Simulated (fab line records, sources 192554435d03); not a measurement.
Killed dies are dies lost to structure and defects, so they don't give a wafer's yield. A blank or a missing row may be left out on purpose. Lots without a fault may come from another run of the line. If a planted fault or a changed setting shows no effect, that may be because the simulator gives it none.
What tool caused it?    flow n5 finfet    11 lots with 33 wafers sampled at 5 steps, on a route of 1938 steps

WHAT THE GAUGES READ, wafer by wafer
N5_BEOL_M5_OVL_MEAS_29.
lot   measured      on          V4_OVL (nm)
L076  day 8 11:28   overlay-01  1.0 -0.2 0.0
L077  day 8 18:12   overlay-01  -1.0 0.3 0.2
L079  day 8 23:04   overlay-02  -0.2 0.5 0.2
L082  day 9 19:53   overlay-01  -1.2 -0.2 -0.8
L083  day 10 10:44  overlay-01  0.1 0.0 1.4
L086  day 10 18:28  overlay-01  -1.4 -1.4 -0.3
L088  day 11 18:38  overlay-02  -0.8 0.5 -1.1
L090  day 12 01:18  overlay-01  -0.3 -0.1 0.0
L093  day 12 08:22  overlay-02  -0.7 0.2 0.0
L094  day 13 04:04  overlay-01  -0.4 0.7 0.4
L097  day 13 16:11  overlay-02  -0.2 -0.6 0.4

WHAT TOOL EACH LOT RAN ON (gives the tool, then ch and the chambers of the sampled wafers, and finally the start)
lot   N5_BEOL_M4_CO_CAP_55              N5_BEOL_M5_DESCUM_16                N5_BEOL_M5_ETCH_62                  N5_BEOL_M5_STRIP_64
L076  cvd co-01 ch 0,1,2, day 8 07:10   rie diel-02 ch 0,1,2, day 8 10:28   rie diel-02 ch 0,1,2, day 8 10:32   rie diel-02 ch 0,1,2, day 8 10:40
L077  cvd co-01 ch 0,1,2, day 8 13:06   rie diel-05 ch 1,2, day 8 17:18     rie diel-05 ch 1,2, day 8 17:23     rie diel-05 ch 1,2, day 8 17:30
L079  cvd co-02 ch 0,2, day 8 14:37     rie diel-05 ch 0,3, day 8 18:10     rie diel-05 ch 0,3, day 8 18:14     rie diel-05 ch 0,3, day 8 18:22
L082  cvd co-02 ch 1,2, day 9 15:20     rie diel-04 ch 1,2, day 9 18:28     rie diel-04 ch 1,2, day 9 18:32     rie diel-04 ch 1,2, day 9 18:40
L083  cvd co-02 ch 0,1,2, day 10 07:26  rie diel-02 ch 0,2,3, day 10 09:58  rie diel-02 ch 0,2,3, day 10 10:02  rie diel-02 ch 0,2,3, day 10 10:10
L086  cvd co-01 ch 0,1, day 10 14:46    rie diel-05 ch 0,1,2, day 10 17:37  rie diel-05 ch 0,1,2, day 10 17:42  rie diel-05 ch 0,1,2, day 10 17:50
L088  cvd co-01 ch 0,2, day 11 13:25    rie diel-05 ch 0,2,3, day 11 16:16  rie diel-05 ch 0,2,3, day 11 16:21  rie diel-05 ch 0,2,3, day 11 16:28
L090  cvd co-01 ch 0,2, day 11 18:19    rie diel-02 ch 0,2,3, day 11 23:28  rie diel-02 ch 0,2,3, day 11 23:33  rie diel-02 ch 0,2,3, day 11 23:40
L093  cvd co-02 ch 0,1,2, day 12 03:14  rie diel-04 ch 1,2, day 12 06:38    rie diel-04 ch 1,2, day 12 06:43    rie diel-04 ch 1,2, day 12 06:50
L094  cvd co-02 ch 0,1,2, day 12 23:42  rie diel-04 ch 1,2,3, day 13 03:07  rie diel-04 ch 1,2,3, day 13 03:12  rie diel-04 ch 1,2,3, day 13 03:20
L097  cvd co-02 ch 0,1,2, day 13 09:50  rie diel-05 ch 1,2,3, day 13 13:23  rie diel-05 ch 1,2,3, day 13 13:28  rie diel-05 ch 1,2,3, day 13 13:35
- N5_BEOL_M4_CO_CAP_55: material Co, precursor CCTBA/H2, target thk 2 nm, time 102.1 s.
- N5_BEOL_M5_DESCUM_16: chemistry O2, time 7 s.
- N5_BEOL_M5_ETCH_62: etches SOC in N2/H2, target depth 75 nm, overetch 15 nm, time 112.5 s.
- N5_BEOL_M5_STRIP_64: strips in CF4.

THE ANSWER, worked out from the rows above alone
Rule: usual is defined by the lots themselves. The widest of any qualifying gaps counts: lots, ordered by their means at a reading, are off when they make up no more than a third of the lots, leave a main group of 4 or more, and stand apart from it by 3 or more times the standard deviation of that group's means. Not used: any main group whose means are identical at the precision the tables above print for the reading. Also off: a lot with no number at a reading for which 4 or more lots have one. Where the step has rows for the other lots, those lots are counted as sound.
No lot is off at any reading shown: from this, nothing can be told.

WHAT WAS PUT IN BY THE SIMULATOR
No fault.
